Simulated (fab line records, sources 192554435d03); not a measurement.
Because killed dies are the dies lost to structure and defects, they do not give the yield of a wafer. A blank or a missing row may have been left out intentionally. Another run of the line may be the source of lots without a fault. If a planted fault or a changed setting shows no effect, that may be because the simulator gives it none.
Split-lot trial    flow n5 finfet    21 wafers read across 7 lots, on a route 1938 steps long

## THE SPLIT ITSELF
At N5_FIN_SAQP_ETCH_52 (etches SOC in N2/H2, target depth 100 nm, overetch 20 nm, time 150 s), the setting source w was moved away from the recipe's 840 W on 5 of the 21 wafers read, by -14.9% to +14.5%. This setting was run at the recipe's value on the other wafers.

Reading taken at the split's own step.

## THE READING
rf vpp V, in V, at N5_FIN_SAQP_ETCH_52 (etches SOC in N2/H2, target depth 100 nm, overetch 20 nm, time 150 s). A value of 524.7 V with a standard deviation of 2.2 V is what fault-free wafers of this fab line usually give.

wafer   tool, chamber at the split  source w as run, W  against the recipe  rf vpp V, V  against lot-mates on the recipe
L079.4  rie diel-02, 2              961.5               +14.5%              499.2        -22.4
L079.5  rie diel-02, 2              840                 recipe              521.6        -
L079.6  rie diel-02, 2              961.5               +14.5%              499.8        -21.8
L089.1  rie diel-03, 2              840                 recipe              524.1        -
L089.2  rie diel-03, 1              840                 recipe              527.1        -
L089.3  rie diel-03, 3              840                 recipe              523.6        -
L090.1  rie diel-02, 1              840                 recipe              522.9        -
L090.2  rie diel-02, 3              840                 recipe              524.9        -
L090.3  rie diel-02, 2              840                 recipe              521.9        -
L091.2  rie diel-02, 1              840                 recipe              522.5        -
L091.4  rie diel-02, 0              840                 recipe              525.0        -
L091.6  rie diel-02, 0              840                 recipe              525.8        -
L092.1  rie diel-02, 2              715.1               -14.9%              550.4        +22.8
L092.2  rie diel-02, 3              840                 recipe              527.6        -
L092.4  rie diel-02, 1              715.1               -14.9%              549.2        +21.6
L093.3  rie diel-03, 0              840                 recipe              526.5        -
L093.5  rie diel-03, 0              840                 recipe              528.2        -
L093.6  rie diel-03, 3              840                 recipe              525.6        -
L095.2  rie diel-03, 1              840                 recipe              525.4        -
L095.3  rie diel-03, 2              840                 recipe              525.3        -
L095.4  rie diel-03, 3              878.8               +4.6%               515.5        -9.8

FIT RESULTS
A straight line over all 21 wafers: rf vpp V changes by -1.72 V for each +1% of source w; r = -0.99; the points scatter about the line by 1.8 V.
The same after taking each lot's own level away (the mean of its wafers on the recipe; 21 wafers): -1.52 V for each +1%; r = -0.99; scatter 1.3 V.
That fit puts the effect of the largest move of source w on the reading at 23 V.
The span of the lots' own levels, 521.60 to 527.60 V, comes to 2.7 times the standard deviation stated above.
In other words, the slope is changed by the lot-to-lot level; the two fits disagree.
Check: for one of the wafers moved furthest among these (-14.9%), held out of the fit, the line's prediction against its lot-mates is +22.3 V. It came out at +22.8 V against them.
Tool readings at the split's step, against how far the setting was moved: rf vpp V r = -0.99.

## THE OTHER SPLITS THESE WAFERS WENT THROUGH
These wafers also went through other splits before the reading. Each is held against what the fit with the lots' levels taken away leaves over:
other split on the same wafers  wafers away from the commonest value  r with rf vpp V (lot level and that fit taken away)
N5_WELL_APT_COAT_02 spin rpm    8                                     +0.16
N5_FIN_SAQP_PECVD_48 time s     8                                     +0.25

## THE WHOLE CHAIN: every reading that the file lists as answering this split, in the file's order
step                 what it does                                                          reading                                                                            change (the file's fit)                 r (the file's)
N5_FIN_SAQP_ETCH_52  etches SOC in N2/H2, target depth 100 nm, overetch 20 nm, time 150 s  rf vpp V                                                                           -1.54 V for each +1% of the setting     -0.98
N5_FIN_SAQP_ETCH_52  etches SOC in N2/H2, target depth 100 nm, overetch 20 nm, time 150 s  SiARC_of_FIN_SAQP_COAT_50.thk nm (the simulator's own value, which no gauge read)  -0.0302 nm for each +1% of the setting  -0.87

## FILE'S OWN FIT
rf vpp V changes by -1.54 V for each +1% of source w, r = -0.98.
